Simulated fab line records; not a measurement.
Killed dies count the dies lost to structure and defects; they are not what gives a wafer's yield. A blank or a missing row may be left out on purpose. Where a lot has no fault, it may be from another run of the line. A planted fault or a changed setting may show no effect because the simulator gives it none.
fab line records | flow n5Finfet
[record] lots = 24 wafers = 72 lastDay = 18
route steps=1938 shown BEOL_M3@994 BEOL_M4@1035
lots that met no fault: taken from a fault-free run of the same line
startH: hours from the record's opening day to when the first of the lot's shown wafers began | waitH: hours elapsed since this lot's preceding step | " identical to the entry in the row above | L1.1+2: a single row standing in for several wafers | - no value, or no start was given | * or withheld: withheld | < > ~ a bound
route shown NAME@n: names a module that has steps shown in the file, with the first one's number in the route | usual: the fault-free wafers' mean and standard deviation | same: alike in all rows | chamber/n: place in a boat | sites: per-site readings | _std_site: standard deviation across them | _edge_site: mean of outer sites minus mean of inner sites | radiusMm: how far each site lies from the wafer's centre | mask NAME#n: copy n | behind: tool/chamber where the wafer was last shaped | hold: the reason the lot was held/the length of the hold in hours/how it ended | device: the n, p or np transistor that did not switch | end of line: tests run on the same wafers once the route is complete | step lacking rows: just its recipe | killed: dies that structure and defects cost at the first sort, which is not the same as the wafer's yield | map: the dies of a wafer, with x for killed, . for not killed, _ for no die there
set.NAME: the setting the step ran with; set.NAME@STEP: the setting that earlier step ran with | model.NAME: the simulator's own value behind a step, which no gauge read
one table for each step of the route and one row for each wafer, over a sample of lots
services: from which hour (startH, from the record's first day; less than 0 if before it) a tool's chamber was out of use, for how many hours, and why
[[steps]]
[step N5_BEOL_M3_SPUTTER_48]
[recipe] material = Cu targetThkA = 45 tempC = -20 chamberPressurePa = 0.07 powerW = withheld timeS = 8.29
[usual] throttleValvePct = 29.6/1.2
// columns lot.wafer tool chamber startH waitH throttleValvePct
L074.4 pvdSputter-03 - 151.71 1.3 30.4
L074.5 " - " " 28.3
L074.6 " - " " 30.5
L075.2 pvdSputter-03 - 158.78 0.2 30.1
L075.4 " - " " 30.4
L075.6 " - " " 27.8
L077.1 pvdSputter-01 - 174.17 0.1 28.1
L077.2 " - " " 29.8
L077.5 " - " " 29.9
L076.2 pvdSputter-02 - 177.20 0.1 28.1
L076.3 " - " " 29.1
L076.5 " - " " 29.2
L078.2 pvdSputter-02 - 192.69 0.1 28.1
L078.5 " - " " 28.0
L078.6 " - " " 31.0
L079.3 pvdSputter-02 - 203.63 0.1 29.3
L079.4 " - " " 30.8
L079.5 " - " " 28.9
L080.2 pvdSputter-01 - 208.55 1.5 28.2
L080.5 " - " " 31.0
L080.6 " - " " 28.5
L081.2 pvdSputter-03 - 208.78 1.1 27.8
L081.4 " - " " 30.3
L081.5 " - " " 30.8
L082.1 pvdSputter-03 - 210.74 0.1 30.8
L082.3 " - " " 30.5
L082.5 " - " " 30.1
L085.1 pvdSputter-01 - 214.53 0.2 29.8
L085.2 " - " " 30.8
L085.6 " - " " 30.9
L083.1 pvdSputter-01 - 216.37 0.1 30.0
L083.3 " - " " 28.2
L083.4 " - " " 28.4
L084.2 pvdSputter-01 - 224.22 0.3 28.2
L084.4 " - " " 30.0
L084.6 " - " " 31.2
L087.3 pvdSputter-02 - 226.93 0.2 30.8
L087.4 " - " " 28.2
L087.5 " - " " 28.1
L086.3 pvdSputter-03 - 227.40 0.4 28.3
L086.4 " - " " 31.0
L086.5 " - " " 31.0
L088.2 pvdSputter-01 - 241.53 0.1 28.0
L088.4 " - " " 31.1
L088.5 " - " " 28.3
L089.2 pvdSputter-03 - 250.46 0.2 30.8
L089.3 " - " " 30.2
L089.5 " - " " 28.2
L090.3 pvdSputter-01 - 264.02 0.1 29.7
L090.4 " - " " 28.5
L090.5 " - " " 28.4
L092.1 pvdSputter-03 - 264.14 0.1 30.1
L092.2 " - " " 28.0
L092.3 " - " " 31.0
L093.2 pvdSputter-01 - 268.48 0.2 31.1
L093.3 " - " " 28.6
L093.4 " - " " 28.1
L091.1 pvdSputter-02 - 269.11 0.1 28.3
L091.2 " - " " 31.1
L091.3 " - " " 28.9
L094.1 pvdSputter-02 - 279.40 0.1 31.4
L094.5 " - " " 31.0
L094.6 " - " " 28.0
L095.2 pvdSputter-01 - 285.33 0.1 30.8
L095.3 " - " " 28.2
L095.4 " - " " 28.2
L097.2 pvdSputter-03 - 289.92 0.2 27.9
L097.4 " - " " 31.0
L097.5 " - " " 28.1
L096.1 pvdSputter-01 - 300.20 0.2 28.1
L096.2 " - " " 29.9
L096.4 " - " " 30.8
[step N5_BEOL_M3_SPUTTER_79]
[recipe] material = Cu targetThkA = 45 tempC = -20 chamberPressurePa = 0.07 powerW = withheld timeS = 8.29
[usual] throttleValvePct = 29.6/1.2
// columns lot.wafer tool chamber startH waitH throttleValvePct
L074.4 pvdSputter-03 - 151.93 0.1 30.1
L074.5 " - " " 27.9
L074.6 " - " " 30.4
L075.2 pvdSputter-03 - 159.00 0.1 30.3
L075.4 " - " " 30.4
L075.6 " - " " 28.0
L077.1 pvdSputter-01 - 174.39 0.1 28.4
L077.2 " - " " 29.9
L077.5 " - " " 29.8
L076.2 pvdSputter-02 - 177.42 0.1 28.0
L076.3 " - " " 29.1
L076.5 " - " " 28.8
L078.2 pvdSputter-02 - 192.91 0.1 28.0
L078.5 " - " " 28.2
L078.6 " - " " 31.3
L079.3 pvdSputter-02 - 203.85 0.1 29.1
L079.4 " - " " 30.9
L079.5 " - " " 29.0
L080.2 pvdSputter-01 - 208.77 0.1 28.4
L080.5 " - " " 31.0
L080.6 " - " " 28.3
L081.2 pvdSputter-03 - 209.00 0.1 27.9
L081.4 " - " " 29.9
L081.5 " - " " 30.9
L082.1 pvdSputter-03 - 210.96 0.1 30.9
L082.3 " - " " 30.5
L082.5 " - " " 30.6
L085.1 pvdSputter-01 - 214.75 0.1 29.8
L085.2 " - " " 31.0
L085.6 " - " " 30.9
L083.1 pvdSputter-01 - 216.59 0.1 29.6
L083.3 " - " " 27.9
L083.4 " - " " 28.5
L084.2 pvdSputter-01 - 224.44 0.1 28.2
L084.4 " - " " 29.9
L084.6 " - " " 31.0
L087.3 pvdSputter-02 - 227.15 0.1 30.7
L087.4 " - " " 28.0
L087.5 " - " " 28.2
L086.3 pvdSputter-03 - 227.62 0.1 28.0
L086.4 " - " " 31.0
L086.5 " - " " 30.8
L088.2 pvdSputter-01 - 241.75 0.1 28.1
L088.4 " - " " 31.0
L088.5 " - " " 28.4
L089.2 pvdSputter-03 - 250.68 0.1 30.9
L089.3 " - " " 30.6
L089.5 " - " " 27.8
L090.3 pvdSputter-01 - 264.24 0.1 29.5
L090.4 " - " " 28.3
L090.5 " - " " 28.6
L092.1 pvdSputter-03 - 264.36 0.1 30.1
L092.2 " - " " 27.9
L092.3 " - " " 30.7
L093.2 pvdSputter-01 - 268.70 0.1 31.2
L093.3 " - " " 28.7
L093.4 " - " " 28.3
L091.1 pvdSputter-02 - 269.33 0.1 28.1
L091.2 " - " " 30.8
L091.3 " - " " 28.8
L094.1 pvdSputter-02 - 279.62 0.1 31.2
L094.5 " - " " 31.0
L094.6 " - " " 28.0
L095.2 pvdSputter-01 - 285.55 0.1 31.0
L095.3 " - " " 28.5
L095.4 " - " " 28.2
L097.2 pvdSputter-03 - 290.14 0.1 27.8
L097.4 " - " " 31.1
L097.5 " - " " 28.1
L096.1 pvdSputter-01 - 300.42 0.1 28.3
L096.2 " - " " 30.0
L096.4 " - " " 30.8
[step N5_BEOL_M3_THK_MEAS_53]
[recipe] thkMeasGauge = xrf reads = Cu_of_BEOL_M3_ECD_50
[usual] M3_THK = 40.8/1.7
// columns lot.wafer tool chamber startH waitH M3_THK[nm]
L074.4 filmMetro-02 - 154.26 - 41.9
L074.5 " - " " 43.4
L074.6 " - " " 40.4
L075.2 filmMetro-01 - 161.32 - 37.7
L075.4 " - " " 43.3
L075.6 " - " " 39.3
L077.1 filmMetro-02 - 176.73 - 43.1
L077.2 " - " " 39.7
L077.5 " - " " 42.7
L076.2 filmMetro-02 - 179.74 - 39.3
L076.3 " - " " 38.9
L076.5 " - " " 38.9
L078.2 filmMetro-02 - 195.32 - 39.5
L078.5 " - " " 39.8
L078.6 " - " " 41.0
L079.3 filmMetro-02 - 206.18 - 40.0
L079.4 " - " " 40.8
L079.5 " - " " 42.4
L080.2 filmMetro-01 - 211.10 - 41.7
L080.5 " - " " 41.4
L080.6 " - " " 40.2
L081.2 filmMetro-02 - 211.33 - 39.9
L081.4 " - " " 43.2
L081.5 " - " " 40.0
L082.1 filmMetro-01 - 213.28 - 39.6
L082.3 " - " " 38.7
L082.5 " - " " 41.3
L085.1 filmMetro-02 - 217.08 - 43.0
L085.2 " - " " 43.3
L085.6 " - " " 42.7
L083.1 filmMetro-02 - 218.95 - 42.3
L083.3 " - " " 40.1
L083.4 " - " " 41.5
L084.2 filmMetro-02 - 226.78 - 36.8
L084.4 " - " " 39.7
L084.6 " - " " 40.8
L087.3 filmMetro-01 - 229.52 - 41.2
L087.4 " - " " 40.0
L087.5 " - " " 41.8
L086.3 filmMetro-02 - 229.95 - 41.4
L086.4 " - " " 41.0
L086.5 " - " " 39.6
L088.2 filmMetro-01 - 244.08 - 40.2
L088.4 " - " " 41.2
L088.5 " - " " 39.2
L089.2 filmMetro-02 - 253.00 - 39.8
L089.3 " - " " 40.9
L089.5 " - " " 40.2
L090.3 filmMetro-02 - 266.56 - 40.7
L090.4 " - " " 45.2
L090.5 " - " " 44.9
L092.1 filmMetro-01 - 266.83 - 37.5
L092.2 " - " " 39.6
L092.3 " - " " 38.1
L093.2 filmMetro-01 - 271.03 - 41.0
L093.3 " - " " 38.9
L093.4 " - " " 41.4
L091.1 filmMetro-02 - 272.11 - 38.8
L091.2 " - " " 41.2
L091.3 " - " " 41.4
L094.1 filmMetro-01 - 282.07 - 39.7
L094.5 " - " " 42.7
L094.6 " - " " 38.2
L095.2 filmMetro-02 - 287.87 - 40.5
L095.3 " - " " 39.1
L095.4 " - " " 38.5
L097.2 filmMetro-01 - 292.46 - 41.0
L097.4 " - " " 40.6
L097.5 " - " " 41.2
L096.1 filmMetro-01 - 302.74 - 39.2
L096.2 " - " " 39.7
L096.4 " - " " 37.3
[step N5_BEOL_M4_OVL_MEAS_12]
[recipe] pointsPerWafer = 522
[usual] M4_OVL = -0.1/0.67
// columns lot.wafer tool chamber startH waitH M4_OVL[nm]
L074.4 overlay-02 0 156.16 0.0 -1.3
L074.5 " 0 " " -1.3
L074.6 " 0 " " -0.1
L075.2 overlay-01 0 162.61 0.0 0.2
L075.4 " 0 " " 0.5
L075.6 " 0 " " 0.7
L077.1 overlay-01 0 181.38 0.0 -0.1
L077.2 " 0 " " 0.8
L077.5 " 0 " " 0.4
L076.2 overlay-01 0 181.70 0.0 0.3
L076.3 " 0 " " -0.1
L076.5 " 0 " " -0.8
L078.2 overlay-02 0 198.95 0.0 -0.9
L078.5 " 0 " " -0.7
L078.6 " 0 " " 0.1
L079.3 overlay-01 0 207.15 0.0 0.0
L079.4 " 0 " " -0.7
L079.5 " 0 " " 0.4
L080.2 overlay-01 0 213.25 0.0 -0.4
L080.5 " 0 " " 0.2
L080.6 " 0 " " -0.9
L081.2 overlay-02 0 213.42 0.0 0.3
L081.4 " 0 " " 0.8
L081.5 " 0 " " 1.0
L082.1 overlay-01 0 214.69 0.0 -1.1
L082.3 " 0 " " -0.5
L082.5 " 0 " " -1.1
L085.1 overlay-02 0 219.08 0.0 0.1
L085.2 " 0 " " -1.1
L085.6 " 0 " " -0.6
L083.1 overlay-02 0 220.36 0.0 0.2
L083.3 " 0 " " 1.1
L083.4 " 0 " " 0.2
L084.2 overlay-02 0 229.89 0.0 0.1
L084.4 " 0 " " 0.6
L084.6 " 0 " " 0.7
L087.3 overlay-02 0 230.92 0.0 -0.3
L087.4 " 0 " " 1.2
L087.5 " 0 " " 0.8
L086.3 overlay-01 0 233.35 0.0 -0.8
L086.4 " 0 " " -1.0
L086.5 " 0 " " -0.6
L088.2 overlay-02 0 245.94 0.0 0.1
L088.4 " 0 " " 0.2
L088.5 " 0 " " 0.2
L089.2 overlay-01 0 254.19 0.0 0.5
L089.3 " 0 " " 0.2
L089.5 " 0 " " 0.0
L090.3 overlay-02 0 267.83 0.0 0.5
L090.4 " 0 " " 0.8
L090.5 " 0 " " 0.3
L092.1 overlay-01 0 268.93 0.0 -0.4
L092.2 " 0 " " 0.4
L092.3 " 0 " " -0.4
L093.2 overlay-02 0 273.91 0.0 0.9
L093.3 " 0 " " -0.5
L093.4 " 0 " " 0.2
L091.1 overlay-02 0 274.36 0.0 -1.4
L091.2 " 0 " " 1.1
L091.3 " 0 " " -0.3
L094.1 overlay-02 0 284.57 0.0 -0.5
L094.5 " 0 " " -0.2
L094.6 " 0 " " 0.2
L095.2 overlay-01 0 289.67 0.0 -1.2
L095.3 " 0 " " 1.2
L095.4 " 0 " " -0.1
L097.2 overlay-02 0 293.55 0.0 -0.2
L097.4 " 0 " " -0.7
L097.5 " 0 " " -0.9
L096.1 overlay-01 0 306.40 0.0 0.4
L096.2 " 0 " " 0.0
L096.4 " 0 " " 0.0
[step N5_BEOL_M4_ETCH_77]
[recipe] chemistry = N2/H2 target = underlayer targetDepthA = 65 maskMaterial = CAR-EUV timeS = 5.2 ionEnergyEv = 200 pressureMtorr = 30 sourceW = 840 biasW = 150 n2FlowSccm = 200 h2FlowSccm = 200 ends = cleared
[usual] drypumpMotorCurrentA = 5.6/0.48 etchRfOnTimeS = 5.28/0.14 oesProductAu = 0.67/0.049 rfVppV = 523.7/2.5 showerheadPlenumPTorr = 2.54/0.077 throttleValvePct = 17.80/0.27
// columns lot.wafer tool chamber startH waitH drypumpMotorCurrentA etchRfOnTimeS oesProductAu rfHoursCounterH rfVppV showerheadPlenumPTorr throttleValvePct
L074.4 rieDiel-06 2 157.42 0.0 5.4 5.37 0.69 88 522.7 2.46 17.65
L074.5 " 3 " " 6.6 5.13 0.69 - 523.4 2.58 18.10
L074.6 " 2 " " 5.4 5.40 0.70 - 521.5 2.46 17.66
L075.2 rieDiel-02 2 163.60 0.0 5.1 5.11 0.79 23 524.7 2.50 18.14
L075.4 " 3 " " 5.4 5.28 0.65 - 527.8 2.65 17.82
L075.6 " 2 " " 5.1 5.09 0.79 - 523.6 2.50 18.11
L077.1 rieDiel-02 2 182.50 0.0 5.1 5.06 0.79 29 523.1 2.50 18.13
L077.2 " 0 " " 5.4 5.45 0.61 156 523.6 2.54 18.04
L077.5 " 0 " " 5.4 5.43 0.61 - 524.1 2.54 18.05
L076.2 rieDiel-02 0 182.72 0.0 5.4 5.38 0.62 156 523.4 2.54 18.06
L076.3 " 1 " " 5.1 5.41 0.71 39 520.9 2.49 17.87
L076.5 " 2 " " 5.1 5.10 0.78 - 522.4 2.50 18.13
L078.2 rieDiel-03 0 200.11 0.0 5.5 5.21 0.70 79 528.4 2.68 17.27
L078.5 " 0 " " 5.5 5.19 0.70 - 528.5 2.68 17.29
L078.6 " 1 " " 6.1 5.37 0.74 - 526.0 2.59 17.57
L079.3 rieDiel-02 1 208.28 0.0 5.1 5.42 0.70 48 521.2 2.48 17.90
L079.4 " 2 " " 5.1 5.08 0.76 38 521.5 2.49 18.18
L079.5 " 2 " " 5.1 5.14 0.76 - 524.2 2.49 18.15
L080.2 rieDiel-02 2 214.38 0.0 5.1 5.04 0.76 40 523.4 2.49 18.15
L080.5 " 0 " " 5.4 5.40 0.61 - 522.5 2.54 18.06
L080.6 " 1 " " 5.0 5.42 0.71 - 524.5 2.48 17.90
L081.2 rieDiel-03 0 214.44 0.0 5.4 5.18 0.70 83 527.6 2.68 17.29
L081.4 " 1 " " 6.1 5.31 0.74 53 524.7 2.59 17.60
L081.5 " 2 " " 5.6 5.19 0.73 - 525.7 2.58 17.32
L082.1 rieDiel-02 3 216.44 0.0 5.4 5.39 0.63 158 526.2 2.65 17.84
L082.3 " 0 " " 5.4 5.42 0.60 167 523.7 2.53 18.06
L082.5 " 2 " " 5.1 5.17 0.76 - 520.7 2.49 18.16
L085.1 rieDiel-06 1 220.49 0.0 4.9 5.25 0.62 176 521.3 2.41 17.91
L085.2 " 3 " " 6.6 5.18 0.67 105 524.7 2.57 18.11
L085.6 " 2 " " 5.4 5.49 0.67 - 522.5 2.45 17.71
L083.1 rieDiel-03 0 221.36 0.0 5.5 5.16 0.70 86 529.0 2.68 17.29
L083.3 " 1 " " 6.1 5.28 0.74 55 525.7 2.59 17.59
L083.4 " 2 " " 5.6 5.14 0.73 44 524.8 2.58 17.32
L084.2 rieDiel-03 3 231.01 0.0 6.0 5.09 0.64 150 522.6 2.54 17.76
L084.4 " 1 " " 6.1 5.36 0.73 59 526.5 2.58 17.58
L084.6 " 1 " " 6.1 5.32 0.73 - 526.5 2.58 17.58
L087.3 rieDiel-06 0 232.04 0.0 6.3 5.27 0.71 54 520.0 2.47 17.81
L087.4 " 1 " " 4.8 5.33 0.61 180 518.5 2.41 17.91
L087.5 " 0 " " 6.2 5.23 0.72 - 520.4 2.47 17.81
L086.3 rieDiel-06 3 234.45 0.0 6.6 5.12 0.67 110 525.2 2.57 18.13
L086.4 " 1 " " 4.9 5.22 0.62 182 520.0 2.41 17.89
L086.5 " 1 " " 4.8 5.25 0.61 - 521.9 2.41 17.91
L088.2 rieDiel-06 0 247.08 0.0 6.2 5.27 0.71 60 522.2 2.47 17.81
L088.4 " 2 " " 5.4 5.54 0.67 120 521.7 2.45 17.72
L088.5 " 2 " " 5.4 5.48 0.66 - 522.0 2.45 17.71
L089.2 rieDiel-03 2 255.28 0.0 5.6 5.23 0.70 57 523.0 2.57 17.35
L089.3 " 1 " " 6.1 5.35 0.72 67 524.1 2.58 17.61
L089.5 " 0 " " 5.5 5.23 0.69 - 526.9 2.67 17.32
L090.3 rieDiel-02 1 269.15 0.0 5.1 5.42 0.69 71 521.8 2.47 17.92
L090.4 " 2 " " 5.1 5.07 0.74 60 521.2 2.48 18.19
L090.5 " 2 " " 5.1 5.15 0.72 - 522.9 2.48 18.16
L092.1 rieDiel-02 0 270.48 0.0 5.4 5.42 0.59 186 522.9 2.53 18.09
L092.2 " 3 " " 5.4 5.35 0.62 177 526.3 2.64 17.89
L092.3 " 2 " " 5.1 5.14 0.73 60 522.4 2.48 18.18
L093.2 rieDiel-03 0 274.92 0.0 5.5 5.27 0.68 105 526.8 2.67 17.34
L093.3 " 3 " " 6.0 5.12 0.62 166 524.2 2.53 17.80
L093.4 " 2 " " 5.6 5.28 0.70 64 524.6 2.57 17.34
L091.1 rieDiel-06 1 275.54 0.0 4.9 5.31 0.62 196 518.0 2.40 17.96
L091.2 " 0 " " 6.2 5.31 0.70 69 521.7 2.47 17.83
L091.3 " 2 " " 5.4 5.54 0.65 129 519.9 2.44 17.70
L094.1 rieDiel-02 0 285.76 0.0 5.4 5.46 0.59 192 521.8 2.52 18.12
L094.5 " 1 " " 5.1 5.52 0.66 - 523.6 2.47 17.95
L094.6 " 0 " " 5.4 5.48 0.59 - 523.8 2.52 18.11
L095.2 rieDiel-03 3 290.66 0.0 6.0 5.12 0.63 170 525.3 2.53 17.82
L095.3 " 1 " " 6.1 5.39 0.71 79 526.7 2.58 17.60
L095.4 " 0 " " 5.5 5.22 0.67 110 526.3 2.67 17.35
L097.2 rieDiel-03 3 294.71 0.0 6.0 5.07 0.63 172 524.3 2.53 17.81
L097.4 " 1 " " 6.1 5.30 0.72 81 525.6 2.58 17.62
L097.5 " 3 " " 6.0 5.12 0.62 - 521.4 2.53 17.79
L096.1 rieDiel-06 0 307.71 0.0 6.2 5.20 0.68 78 519.2 2.46 17.84
L096.2 " 2 " " 5.4 5.46 0.65 138 521.6 2.44 17.77
L096.4 " 3 " " 6.6 5.15 0.66 131 521.1 2.56 18.17
[step N5_BEOL_M4_OCD_MEAS_38]
[usual] trenchDepthNm = 54.7/1.1
// columns lot.wafer tool chamber startH waitH trenchDepthNm
L074.4 ocd-02 - 175.79 - 55.2
L074.5 " - " " 55.2
L074.6 " - " " 53.9
L075.2 ocd-02 - 181.04 - 54.4
L075.4 " - " " 56.2
L075.6 " - " " 55.5
L077.1 ocd-02 - 183.12 - 55.9
L077.2 " - " " 55.7
L077.5 " - " " 56.1
L076.2 ocd-02 - 183.34 - 53.0
L076.3 " - " " 54.2
L076.5 " - " " 53.8
L078.2 ocd-02 - 205.79 - 55.1
L078.5 " - " " 56.4
L078.6 " - " " 54.8
L079.3 ocd-02 - 210.32 - 54.4
L079.4 " - " " 51.8
L079.5 " - " " 55.0
L080.2 ocd-02 - 216.39 - 53.0
L080.5 " - " " 55.7
L080.6 " - " " 55.5
L081.2 ocd-02 - 219.54 - 54.3
L081.4 " - " " 53.6
L081.5 " - " " 55.8
L082.1 ocd-02 - 222.65 - 53.7
L082.3 " - " " 53.6
L082.5 " - " " 55.1
L085.1 ocd-02 - 233.00 - 53.6
L085.2 " - " " 54.0
L085.6 " - " " 54.0
L083.1 ocd-02 - 236.92 - 53.9
L083.3 " - " " 54.8
L083.4 " - " " 53.4
L084.2 ocd-02 - 240.41 - 54.2
L084.4 " - " " 52.2
L084.6 " - " " 53.7
L087.3 ocd-02 - 240.84 - 53.4
L087.4 " - " " 55.1
L087.5 " - " " 54.8
L086.3 ocd-02 - 245.28 - 52.8
L086.4 " - " " 55.0
L086.5 " - " " 55.0
L088.2 ocd-02 - 252.53 - 55.4
L088.4 " - " " 54.1
L088.5 " - " " 53.8
L089.2 ocd-02 - 258.20 - 55.0
L089.3 " - " " 54.2
L089.5 " - " " 55.5
L090.3 ocd-02 - 275.19 - 53.1
L090.4 " - " " 55.2
L090.5 " - " " 55.2
L092.1 ocd-02 - 278.34 - 54.7
L092.2 " - " " 53.7
L092.3 " - " " 53.2
L091.1 ocd-02 - 281.24 - 53.7
L091.2 " - " " 53.1
L091.3 " - " " 54.4
L093.2 ocd-02 - 284.11 - 56.2
L093.3 " - " " 56.5
L093.4 " - " " 55.5
L094.1 ocd-02 - 299.51 - 56.3
L094.5 " - " " 55.6
L094.6 " - " " 56.8
L097.2 ocd-01 - 307.15 - 56.1
L097.4 " - " " 53.7
L097.5 " - " " 54.1
L095.2 ocd-01 - 307.19 - 54.2
L095.3 " - " " 55.6
L095.4 " - " " 55.6
L096.1 ocd-01 - 309.84 - 54.3
L096.2 " - " " 53.3
L096.4 " - " " 53.6
[[services]]
// columns tool chamber startH hours kind
rieDiel-06 0 131.05 5.5 repair
pvdSputter-03 - 137.72 2.9 repair
rieDiel-06 0 162.38 3.7 repair
rieDiel-02 1 162.82 3.1 repair
pvdSputter-03 - 164.10 7.1 repair
rieDiel-06 3 237.05 5.0 repair
pvdSputter-02 - 288.76 8.9 repair
rieDiel-03 3 307.60 7.1 repair
[[key]]
fault none
